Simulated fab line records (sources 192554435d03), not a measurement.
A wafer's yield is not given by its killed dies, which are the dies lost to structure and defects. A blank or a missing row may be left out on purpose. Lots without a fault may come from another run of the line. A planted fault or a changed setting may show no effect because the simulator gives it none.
Matching of chambers	flow n5 finfet	N5_BEOL_M5_PRE_CLEAN_77 on cvd co-02 has 3 sister chambers
The step time 15 s. 3 wafers are shown with their chamber, then 7 later ones without.

## WAFERS, EACH WITH ITS CHAMBER
wafer	chamber	heater power w (W)
L548.5	0	140
L548.6	1	62
L549.2	2	73

## WAFERS MISSING THEIR CHAMBER
wafer	heater power w (W)
L549.4	75
L552.1	62
L552.3	144
L552.4	75
L560.1	141
L560.2	65
L560.3	75

## EACH ONE'S CHAMBER
wafer	from the rows above	in truth
L549.4	2	2
L552.1	1	1
L552.3	0	0
L552.4	2	2
L560.1	0	0
L560.2	1	1
L560.3	2	2
Correct placement for 7 of the 7. From these rows, 0 cannot be placed. Number placed wrongly: 0.
How it was worked out, from the rows above alone: a wafer's distance from a chamber is the root of the sum, over the readings, of the square of ((its reading less the chamber's mean) divided by the reading's scatter). If the next closest chamber is less than 2 further off than the closest, the wafer can't be placed; otherwise it belongs to the closest. A chamber's mean is the mean of its shown wafers. The scatter: with one shown wafer a chamber, the root of the mean of the squares of how far each hidden wafer lies from its nearest shown one.
